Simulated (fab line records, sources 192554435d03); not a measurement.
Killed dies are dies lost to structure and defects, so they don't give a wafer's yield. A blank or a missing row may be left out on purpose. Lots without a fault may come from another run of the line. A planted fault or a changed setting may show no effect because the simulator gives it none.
Split-lot experiment | flow n5_finfet | 7 lots, 21 wafers read, on a route of 1938 steps

THE SPLIT
At N5_MOL_CONTACT_COAG_COAT_34 (resist thk 40 nm), the setting spin_rpm was moved away from the recipe's 1500 rpm on 12 of the 21 wafers read, by -11.2% to +4.7%. The other wafers ran this setting at the recipe's value.

FROM THE SPLIT TO THE READING: what the file shows between them, 6 steps
- N5_MOL_CONTACT_COAG_EBR_36
- N5_MOL_CONTACT_COAG_SOFTBAKE_35: time 60 s
- N5_MOL_CONTACT_COAG_EXPOSE_37: exposes mask VD, defocus 0 nm
- N5_MOL_CONTACT_COAG_PEB_38: peb time 60 s
- N5_MOL_CONTACT_COAG_DEVELOP_39: develop time 30 s
- N5_MOL_CONTACT_COAG_DESCUM_45: chemistry O2, time 7 s

THE READING
CAR-EUV_of_MOL_CONTACT_COAG_COAT_34.thk_nm (the simulator's own value, which no gauge read), in nm, at N5_MOL_CONTACT_COAG_ETCH_65 (etches underlayer in N2/H2, target depth 13 nm, time 10.4 s). The file gives no usual value for it. The 9 wafers here that ran the recipe average 24.5 nm, standard deviation 0.16 nm.

wafer  | tool, chamber at the split | spin_rpm as run, rpm | against the recipe | CAR-EUV_of_MOL_CONTACT_COAG_COAT_34.thk_nm, nm | against lot-mates on the recipe
L074.2 | litho_track-03, 0          | 1368                 | -8.8%              | 26.2                                           | no lot-mate on the recipe
L074.4 | litho_track-03, 0          | 1368                 | -8.8%              | 26.6                                           | no lot-mate on the recipe
L074.5 | litho_track-03, 0          | 1368                 | -8.8%              | 26.4                                           | no lot-mate on the recipe
L075.3 | litho_track-04, 0          | 1571                 | +4.7%              | 23.6                                           | -1.0
L075.4 | litho_track-04, 0          | 1571                 | +4.7%              | 23.8                                           | -0.8
L075.5 | litho_track-04, 0          | 1500                 | recipe             | 24.6                                           | -
L080.2 | litho_track-01, 0          | 1332                 | -11.2%             | 26.8                                           | no lot-mate on the recipe
L080.3 | litho_track-01, 0          | 1332                 | -11.2%             | 27                                             | no lot-mate on the recipe
L080.4 | litho_track-01, 0          | 1332                 | -11.2%             | 27                                             | no lot-mate on the recipe
L084.1 | litho_track-03, 0          | 1500                 | recipe             | 24.4                                           | -
L084.3 | litho_track-03, 0          | 1500                 | recipe             | 24.6                                           | -
L084.5 | litho_track-03, 0          | 1500                 | recipe             | 24.2                                           | -
L086.2 | litho_track-03, 0          | 1386                 | -7.6%              | 26.2                                           | +1.8
L086.4 | litho_track-03, 0          | 1500                 | recipe             | 24.4                                           | -
L086.6 | litho_track-03, 0          | 1386                 | -7.6%              | 26.4                                           | +2.0
L091.1 | litho_track-04, 0          | 1414                 | -5.7%              | 25.6                                           | +1.0
L091.4 | litho_track-04, 0          | 1500                 | recipe             | 24.6                                           | -
L091.6 | litho_track-04, 0          | 1414                 | -5.7%              | 25.8                                           | +1.2
L097.3 | litho_track-01, 0          | 1500                 | recipe             | 24.2                                           | -
L097.4 | litho_track-01, 0          | 1500                 | recipe             | 24.6                                           | -
L097.6 | litho_track-01, 0          | 1500                 | recipe             | 24.6                                           | -

THE FIT
A straight line over all 21 wafers: CAR-EUV_of_MOL_CONTACT_COAG_COAT_34.thk_nm changes by -0.214 nm for each +1% of spin_rpm; r = -0.99; the points scatter about the line by 0.17 nm.
The same after taking each lot's own level away (the mean of its wafers on the recipe; 15 wafers): -0.219 nm for each +1%; r = -0.98; scatter 0.18 nm.
On that fit, the largest move of spin_rpm shifts the reading by 2.5 nm.
The lots' own levels span 24.40 to 24.60 nm, that is 1.2 times the standard deviation above.
So the lot-to-lot level changes the slope little: the two slopes agree.
Check: with one of the wafers moved furthest among these (-7.6%) left out of the fit, the line predicts +1.65 nm for it against its lot-mates. It came out at +1.8 nm against them.

OTHER SPLITS ON THESE WAFERS
These wafers also went through other splits before the reading. Each is held against what the fit with the lots' levels taken away leaves over:
other split on the same wafers | wafers away from the commonest value | r with CAR-EUV_of_MOL_CONTACT_COAG_COAT_34.thk_nm (lot level and that fit taken away)
N5_GATE_CUT_COAT_27 spin_rpm   | 6                                    | -0.29

THE WHOLE CHAIN: every reading that the file lists as answering this split, in the file's order
step                           | what it does                                                | reading                                                                                     | change (the file's fit)               | r (the file's)
N5_MOL_CONTACT_COAG_COAT_34    | resist thk 40 nm                                            | CAR-EUV_of_MOL_CONTACT_COAG_COAT_34.thk_nm (the simulator's own value, which no gauge read) | -0.213 nm for each +1% of the setting | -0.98
N5_MOL_CONTACT_COAG_DEVELOP_39 | develop time 30 s                                           | CAR-EUV_of_MOL_CONTACT_COAG_COAT_34.thk_nm (the simulator's own value, which no gauge read) | -0.205 nm for each +1% of the setting | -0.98
N5_MOL_CONTACT_COAG_DESCUM_45  | chemistry O2, time 7 s                                      | CAR-EUV_of_MOL_CONTACT_COAG_COAT_34.thk_nm (the simulator's own value, which no gauge read) | -0.229 nm for each +1% of the setting | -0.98
N5_MOL_CONTACT_COAG_ETCH_65    | etches underlayer in N2/H2, target depth 13 nm, time 10.4 s | CAR-EUV_of_MOL_CONTACT_COAG_COAT_34.thk_nm (the simulator's own value, which no gauge read) | -0.221 nm for each +1% of the setting | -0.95

THE FILE'S OWN FIT
CAR-EUV_of_MOL_CONTACT_COAG_COAT_34.thk_nm changes by -0.221 nm for each +1% of spin_rpm, r = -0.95.
